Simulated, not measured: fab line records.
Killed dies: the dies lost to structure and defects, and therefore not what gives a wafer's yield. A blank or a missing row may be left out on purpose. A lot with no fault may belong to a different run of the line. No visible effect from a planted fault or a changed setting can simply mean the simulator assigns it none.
Lot-split experiment -- flow n5Finfet -- 7 lots, 21 wafers read, on a route of 1938 steps

== SPLIT DETAILS ==
At N5_BEOL_M0_SAQP_SPACER1_ALD_98 (deposits SiO2, target thk 12.8 nm, pulse time 1 s, purge time 2 s), the setting tempC was moved away from the recipe's 300 C on 8 of the 21 wafers read, by -4.5% to +1.2%. All remaining wafers had this setting at the recipe value.

== BETWEEN THE SPLIT AND THE READING: the file shows 1 step in between ==
- N5_BEOL_M0_SAQP_SPACER1_ETCHBACK_99: etches SiO2 in CHF3/O2, target depth 15.4 nm, time 7.7 s

== THE READING ==
SiO2_of_BEOL_M0_SAQP_SPACER1_ALD_98.thkNm (the simulator's own value, which no gauge read), in nm, at N5_BEOL_M0_SAQP_MANDREL1_REMOVE_100 (chemistry HBr/Cl2/O2, target a-Si, stops on SiNx, bt time 10 s). No usual value for it is given in the file. Here, 13 wafers ran the recipe; their average is 7.4 nm with a standard deviation of 0.078 nm.

wafer,"tool, chamber at the split","tempC as run, C",against the recipe,"SiO2_of_BEOL_M0_SAQP_SPACER1_ALD_98.thkNm, nm",against lot-mates on the recipe
L075.3,"aldSin-01, 0",300,recipe,7.4,-
L075.6,"aldSin-01, 0",300,recipe,7.4,-
L075.5,"aldSin-01, 1",300,recipe,7.2,-
L080.1,"aldSin-01, 3,2",300,recipe,7.4,-
L080.2,"aldSin-01, 3,2",300,recipe,7.4,-
L080.4,"aldSin-01, 1",292.7,-2.4%,7.6,+0.2
L081.1,"aldSin-03, 1,3",286.6,-4.5%,8.2,+0.6
L081.4,"aldSin-03, 1,3",286.6,-4.5%,8,+0.4
L081.6,"aldSin-03, 3",300,recipe,7.6,-
L087.1,"aldSin-01, 2,3,0",300,recipe,7.4,-
L087.3,"aldSin-01, 2,3,0",300,recipe,7.4,-
L087.4,"aldSin-01, 2,3,0",300,recipe,7.4,-
L089.2,"aldSin-03, 3",293.3,-2.2%,7.8,+0.4
L089.4,"aldSin-03, 0,2",300,recipe,7.4,-
L089.5,"aldSin-03, 0,2",300,recipe,7.4,-
L090.1,"aldSin-03, 2",303.6,+1.2%,7.4,+0.0
L090.5,"aldSin-03, 2",303.6,+1.2%,7.4,+0.0
L090.2,"aldSin-03, 0",300,recipe,7.4,-
L094.1,"aldSin-02, 0",300,recipe,7.4,-
L094.5,"aldSin-02, 3,2",293,-2.3%,7.8,+0.4
L094.6,"aldSin-02, 3,2",293,-2.3%,7.8,+0.4
If several chambers appear in one row, that row covers several wafers at once and the file leaves open which wafer was in which chamber.

THE FIT
A straight line over all 21 wafers: SiO2_of_BEOL_M0_SAQP_SPACER1_ALD_98.thkNm changes by -0.14 nm for each +1% of tempC; r = -0.92; the points scatter about the line by 0.1 nm.
The same after taking each lot's own level away (the mean of its wafers on the recipe; 21 wafers): -0.112 nm for each +1%; r = -0.91; scatter 0.083 nm.
That fit puts the effect of the largest move of tempC on the reading at 0.5 nm.
The span of the lots' own levels, 7.33 to 7.60 nm, comes to 3.4 times the standard deviation stated above.
Thus the slope moves with the lot-to-lot level: the two fits are different.
Check: with one of the wafers moved furthest among these (-4.5%) left out of the fit, the line predicts +0.5 nm for it against its lot-mates. It came out at +0.6 nm against them.

== THESE WAFERS: OTHER SPLITS ==
Before the reading, these wafers also passed through other splits. Each is held against what the fit with the lots' levels taken away leaves over:
other split on the same wafers,wafers away from the commonest value,r with SiO2_of_BEOL_M0_SAQP_SPACER1_ALD_98.thkNm (lot level and that fit taken away)
N5_SDB_COAT_03 spinRpm,8,-0.36
N5_HKMG_FIN_ETCH_55 timeS,7,+0.14
N5_GATE_CUT_ETCH_56 biasW,7,+0.13
N5_MOL_CONTACT_COAG_ALD_131 aldCycles,10,+0.04
N5_MOL_CONTACT_COAG_VIA_ETCH_46 biasW,8,+0.15

== THE WHOLE CHAIN: every reading that the file lists as answering this split, in the file's order ==
step,what it does,reading,change (the file's fit),r (the file's)
N5_BEOL_M0_SAQP_SPACER1_ALD_98,"deposits SiO2, target thk 12.8 nm, pulse time 1 s, purge time 2 s","SiO2_of_BEOL_M0_SAQP_SPACER1_ALD_98.thkNm (the simulator's own value, which no gauge read)",-0.132 nm for each +1% of the setting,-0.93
N5_BEOL_M0_SAQP_MANDREL1_REMOVE_100,"chemistry HBr/Cl2/O2, target a-Si, stops on SiNx, bt time 10 s","BEOL_M0_SAQP.cdNm (the simulator's own value, which no gauge read)",-0.133 nm for each +1% of the setting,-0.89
N5_BEOL_M0_SAQP_MANDREL1_REMOVE_100,"chemistry HBr/Cl2/O2, target a-Si, stops on SiNx, bt time 10 s","SiO2_of_BEOL_M0_SAQP_SPACER1_ALD_98.thkNm (the simulator's own value, which no gauge read)",-0.12 nm for each +1% of the setting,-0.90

== FILE'S OWN FIT ==
SiO2_of_BEOL_M0_SAQP_SPACER1_ALD_98.thkNm changes by -0.12 nm for each +1% of tempC, r = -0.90.
